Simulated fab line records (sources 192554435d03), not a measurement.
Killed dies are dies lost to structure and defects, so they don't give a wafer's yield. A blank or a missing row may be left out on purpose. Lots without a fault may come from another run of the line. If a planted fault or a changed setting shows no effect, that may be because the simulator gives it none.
Matching of chambers -- flow n5 finfet -- 4 sister chambers for N5_BEOL_M7_ETCH_61 on rie diel-03
The step etches SiARC in CF4, target depth 45.5 nm, time 75.8 s. 18 wafers are shown with their chamber, then 9 later ones without.

## WAFERS, EACH WITH ITS CHAMBER
wafer,chamber,throttle valve pct (%),showerhead plenum p Torr (Torr),oes product au (a.u.)
L075.3,0,15.35,2.09,0.75
L075.4,0,15.35,2.09,0.76
L075.6,2,15.66,2.05,0.60
L076.1,1,15.72,2.15,0.67
L076.2,2,15.66,2.05,0.60
L076.6,2,15.66,2.05,0.60
L077.3,3,15.91,2.06,0.64
L077.4,2,15.65,2.05,0.60
L077.5,1,15.71,2.15,0.67
L078.1,1,15.72,2.15,0.67
L078.2,0,15.35,2.09,0.75
L078.4,2,15.66,2.05,0.60
L082.2,2,15.70,2.04,0.59
L082.4,0,15.38,2.08,0.73
L082.5,2,15.68,2.04,0.59
L084.4,2,15.70,2.04,0.60
L084.5,1,15.74,2.14,0.66
L084.6,0,15.39,2.08,0.73

SIGNATURES, as means of the wafers listed above
reading,chamber 0,chamber 1,chamber 2,chamber 3,scatter within a chamber
throttle valve pct,15.3640,15.7225,15.6713,15.9100,0.0183
showerhead plenum p Torr,2.0860,2.1475,2.0462,2.0600,0.00523
oes product au,0.7440,0.6675,0.5975,0.6400,0.00822
Rule: for each reading, subtract the chamber's mean from the wafer's reading, divide by that reading's scatter and square the result; add these up over the readings and take the root, which gives the wafer's distance from the chamber. The wafer belongs to the nearest chamber; if the next one is less than 2 further off, it can't be placed. The scatter is the square root of a quotient: the sum, over the shown wafers, of each reading's squared deviation from its chamber's mean, divided by wafers minus chambers.

## WAFERS WITHOUT THEIR CHAMBER
wafer,throttle valve pct (%),showerhead plenum p Torr (Torr),oes product au (a.u.)
L088.1,15.73,2.04,0.58
L088.3,15.77,2.14,0.65
L088.4,15.40,2.08,0.73
L091.4,15.42,2.08,0.72
L091.5,15.73,2.04,0.58
L091.6,15.95,2.05,0.63
L096.3,15.44,2.07,0.70
L096.5,16.00,2.04,0.62
L096.6,15.80,2.14,0.63

## WHICH CHAMBER EACH ONE RAN IN
wafer,from the rows above,in truth
L088.1,2,2
L088.3,1,1
L088.4,0,0
L091.4,0,0
L091.5,2,2
L091.6,3,3
L096.3,0,0
L096.5,3,3
L096.6,1,1
9 of 9 placed correctly. Can't be placed from these rows: 0. Number placed wrongly: 0.
